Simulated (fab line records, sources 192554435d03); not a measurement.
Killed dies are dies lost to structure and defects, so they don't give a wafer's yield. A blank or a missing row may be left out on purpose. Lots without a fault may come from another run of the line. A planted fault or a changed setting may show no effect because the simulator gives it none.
fab line records | flow n5_finfet | part 2 of 2: steps 27 to 37 of 37
record lots=5 wafers=15 last_day=16
route steps=1938 shown BEOL_M10@1516 BEOL_M11@1536
lots that met no fault: from a run of the same line without faults
start_h: hours from the record's first day to the start of the lot's first wafer shown | wait_h: hours since the lot's step before | " the same as in the row above | L1.1+2: a row that stands for several wafers | - no value, or no start given | * or withheld: withheld | < > ~ a bound
route shown NAME@n: a module of which the file shows steps, and the number in the route of the first | usual: mean/standard deviation of fault-free wafers | same: alike in all rows | chamber/n: place in a boat | sites: the reading at each site | _std_site: their standard deviation | _edge_site: outer sites' mean less inner sites' | radius_mm: how far each site lies from the wafer's centre | mask NAME#n: copy n | behind: the tool/chamber that last shaped the wafer | hold: why the lot was held/for how many hours/how that ended | device: the transistor (n, p or np) that didn't switch | end of line: the same wafers' tests at the end of the route | a step without rows: its recipe alone | killed: dies lost to structure and defects at the first sort, not the wafer's yield | map: a wafer's dies, x killed, . not, _ none there
set.NAME: the setting as run; set.NAME@STEP: as run at that earlier step | model.NAME: the simulator's own value behind a step, which no gauge read
lots at some steps of the route; a table a step, a row a wafer
services: from which hour (start_h, from the record's first day; less than 0 if before it) a tool's chamber was out of use, for how many hours, and why
## steps
# step N5_BEOL_M11_COAT_60
# recipe resist=SiARC temp_c=220 time_s=60 spin_rpm=1500 resist_thk_nm=30
# usual plate_temp_C=219.97/0.18
# columns lot.wafer tool chamber start_h wait_h plate_temp_C
L074.1 litho_track-03 0 - - 219.95
L074.4 " 0 " " 219.89
L074.6 " 0 " " 220.00
L081.1 litho_track-03 0 - - 219.96
L081.4 " 0 " " 219.99
L081.5 " 0 " " 219.79
L085.1 litho_track-02 0 - - 220.24
L085.5 " 0 " " 220.26
L085.6 " 0 " " 220.22
L087.1 litho_track-02 0 - - 219.69
L087.2 " 0 " " 219.83
L087.5 " 0 " " 219.89
L092.1 litho_track-02 0 - - 219.85
L092.2 " 0 " " 220.20
L092.3 " 0 " " 219.99
# step N5_BEOL_M11_COAT_05
# recipe resist=CAR-ArF spin_rpm=1500 resist_thk_nm=90
# columns lot.wafer tool chamber start_h wait_h
L074.1+4+6 litho_track-03 0 - -
L081.1+4+5 litho_track-03 0 - -
L085.1+5+6 litho_track-02 0 - -
L087.1+2+5 litho_track-02 0 - -
L092.1+2+3 litho_track-02 0 - -
# step N5_BEOL_M11_EBR_07
# recipe solvent=PGMEA ebr_width_mm=1.5
# columns lot.wafer tool chamber start_h wait_h
L074.1+4+6 litho_track-03 0 - -
L081.1+4+5 litho_track-03 0 - -
L085.1+5+6 litho_track-02 0 - -
L087.1+2+5 litho_track-02 0 - -
L092.1+2+3 litho_track-02 0 - -
# step N5_BEOL_M11_SOFTBAKE_06
# recipe temp_c=110 time_s=60 resist=CAR-ArF
# usual plate_temp_C=109.98/0.14
# columns lot.wafer tool chamber start_h wait_h plate_temp_C
L074.1 litho_track-03 0 - - 109.91
L074.4 " 0 " " 110.16
L074.6 " 0 " " 109.75
L081.1 litho_track-03 0 - - 109.80
L081.4 " 0 " " 110.05
L081.5 " 0 " " 110.04
L085.1 litho_track-02 0 - - 110.00
L085.5 " 0 " " 110.14
L085.6 " 0 " " 110.21
L087.1 litho_track-02 0 - - 109.93
L087.2 " 0 " " 110.06
L087.5 " 0 " " 110.03
L092.1 litho_track-02 0 - - 109.95
L092.2 " 0 " " 109.79
L092.3 " 0 " " 109.83
# step N5_BEOL_M11_EXPOSE_08
# recipe mask_id=M11 na=1.35 source_shape=dipole sigma_inner=0.411 sigma_outer=0.611 polarization=te dose_mj=53.75
# columns lot.wafer tool chamber start_h wait_h mask
L074.1+4+6 arfi_scanner-01 0 215.32 - M11#0
L081.1+4+5 arfi_scanner-02 0 268.16 - M11#0
L085.1+5+6 arfi_scanner-03 0 297.90 - M11#0
L087.1+2+5 arfi_scanner-02 0 301.57 - M11#0
L092.1+2+3 arfi_scanner-01 0 332.89 - M11#0
# step N5_BEOL_M11_PEB_09
# recipe peb_temp_c=withheld peb_time_s=60 resist=CAR-ArF
# same peb_time_s=60
# columns lot.wafer tool chamber start_h wait_h
L074.1+4+6 litho_track-02 0 215.38 0.1
L081.1+4+5 litho_track-03 0 268.22 0.1
L085.1+5+6 litho_track-03 0 297.96 0.1
L087.1+2+5 litho_track-01 0 301.63 0.1
L092.1+2+3 litho_track-03 0 332.95 0.1
# step N5_BEOL_M11_DEVELOP_10
# recipe develop_time_s=30 developer=TMAH resist=CAR-ArF rinse_liquid=diw dry=air_spin dev_temp_c=23
# same develop_time_s=30
# columns lot.wafer tool chamber start_h wait_h
L074.1+4+6 litho_track-02 0 - -
L081.1+4+5 litho_track-03 0 - -
L085.1+5+6 litho_track-03 0 - -
L087.1+2+5 litho_track-01 0 - -
L092.1+2+3 litho_track-03 0 - -
# step N5_BEOL_M11_CD_MEAS_11
# recipe target_cd_nm=64.1 landing_energy_ev=500 detector=se_inlens polarity=opening
# usual cd_nm=64.0/0.79
# columns lot.wafer tool chamber start_h wait_h cd_nm
L074.1 cd_sem-03 0 215.44 - 64.1
L074.4 " 0 " " 63.9
L074.6 " 0 " " 62.9
L081.1 cd_sem-03 0 268.28 - 63.1
L081.4 " 0 " " 63.8
L081.5 " 0 " " 63.3
L085.1 cd_sem-01 0 298.02 - 63.5
L085.5 " 0 " " 64.0
L085.6 " 0 " " 63.2
L087.1 cd_sem-01 0 301.70 - 64.2
L087.2 " 0 " " 65.2
L087.5 " 0 " " 65.4
L092.1 cd_sem-02 0 333.02 - 63.8
L092.2 " 0 " " 64.9
L092.3 " 0 " " 63.6
# step N5_BEOL_M11_OVL_MEAS_12
# recipe points_per_wafer=44
# usual M11_OVL=-0.2/0.86
# same points_per_wafer=44
# columns lot.wafer tool chamber start_h wait_h M11_OVL[nm]
L074.1 overlay-01 0 215.47 0.0 0.6
L074.4 " 0 " " 0.7
L074.6 " 0 " " 0.1
L081.1 overlay-02 0 268.31 0.0 -0.2
L081.4 " 0 " " 0.5
L081.5 " 0 " " 0.2
L085.1 overlay-01 0 298.06 0.0 -0.2
L085.5 " 0 " " 0.2
L085.6 " 0 " " -1.4
L087.1 overlay-02 0 301.73 0.0 -0.3
L087.2 " 0 " " -2.3
L087.5 " 0 " " -0.3
L092.1 overlay-01 0 333.05 0.0 1.0
L092.2 " 0 " " 0.0
L092.3 " 0 " " -1.3
# step N5_BEOL_M11_INSPECT_13
# recipe mode=adi inspect_instrument=brightfield
# usual raw_defect_count=399/85
# columns lot.wafer tool chamber start_h wait_h raw_defect_count
L074.1 defect_inspect-01 - 215.50 0.0 413
L074.4 " - " " 322
L074.6 " - " " 466
L081.1 defect_inspect-02 - 268.34 0.0 329
L081.4 " - " " 394
L081.5 " - " " 480
L085.1 defect_inspect-01 - 298.08 0.0 372
L085.5 " - " " 369
L085.6 " - " " 334
L087.1 defect_inspect-01 - 301.75 0.0 488
L087.2 " - " " 404
L087.5 " - " " 483
L092.1 defect_inspect-02 - 333.07 0.0 407
L092.2 " - " " 433
L092.3 " - " " 393
# step N5_BEOL_M11_DESCUM_16
# recipe chemistry=O2 time_s=7.9 source_power_w=50 bias_power_w=20 pressure_mtorr=20 rf_frequency_hz=2.712e+07 temp_c=40 resist=CAR-ArF o2_flow_sccm=225
# usual drypump_motor_current_A=5.8/0.49 oes_product_au=0.79/0.086 rf_vpp_V=243.0/1.3 showerhead_plenum_p_Torr=2.09/0.064 throttle_valve_pct=20.56/0.21
# columns lot.wafer tool chamber start_h wait_h drypump_motor_current_A oes_product_au rf_hours_counter_h rf_vpp_V showerhead_plenum_p_Torr throttle_valve_pct
L074.1 rie_diel-02 3 215.58 0.1 6.6 0.74 146 242.0 2.12 20.57
L074.4 " 2 " " 5.5 0.98 2 244.5 2.08 20.12
L074.6 " 0 " " 6.2 0.84 - 244.5 2.10 20.33
L081.1 rie_diel-02 3 269.55 1.2 6.6 0.73 165 242.3 2.11 20.59
L081.4 " 2 " " 5.6 0.92 19 242.6 2.08 20.16
L081.5 " 1 " " 5.2 0.68 - 245.4 2.13 20.60
L085.1 rie_diel-01 1 298.65 0.6 5.9 0.90 28 242.5 2.07 20.48
L085.5 " 0 " " 5.0 0.67 - 242.6 2.06 20.76
L085.6 " 3 " " 6.0 0.76 - 242.9 2.02 21.02
L087.1 rie_diel-01 0 302.24 0.5 5.0 0.67 246 242.8 2.06 20.76
L087.2 " 1 " " 6.0 0.88 29 243.9 2.07 20.47
L087.5 " 1 " " 6.0 0.90 - 242.5 2.07 20.49
L092.1 rie_diel-02 2 333.25 0.2 5.6 0.87 42 242.2 2.07 20.20
L092.2 " 0 " " 6.2 0.79 89 244.3 2.08 20.37
L092.3 " 3 " " 6.6 0.70 188 243.0 2.10 20.63
## services
# columns tool chamber start_h hours kind
uv_cure-03 - 199.66 2.1 pm
rie_diel-02 1 202.92 6.3 repair
rie_diel-02 2 203.96 6.3 repair
pecvd-04 - 208.56 4.8 repair
cmp-03 - 216.17 0.7 repair
arfi_scanner-02 - 216.61 0.7 repair
arfi_scanner-01 - 219.59 3.9 pm
ecd_cu-02 - 225.69 4.2 pm
uv_cure-01 - 231.95 9.6 repair
arfi_scanner-01 - 233.42 1.3 pm
rie_diel-02 0 235.54 8.3 repair
rie_diel-02 2 237.24 5.5 repair
cmp-03 - 241.68 5.2 pm
arfi_scanner-01 - 242.10 0.7 repair
rie_diel-02 0 247.99 2.4 repair
rie_diel-02 - 254.53 0.6 repair
arfi_scanner-01 - 258.95 1.0 pm
cmp-03 - 259.17 2.0 repair
rie_diel-02 1 272.86 4.6 repair
cmp-03 - 283.45 4.0 pm
pecvd-02 2 302.19 8.7 repair
pecvd-01 - 312.19 1.5 repair
uv_cure-03 - 316.41 0.5 repair
cmp-03 - 331.37 10.2 pm
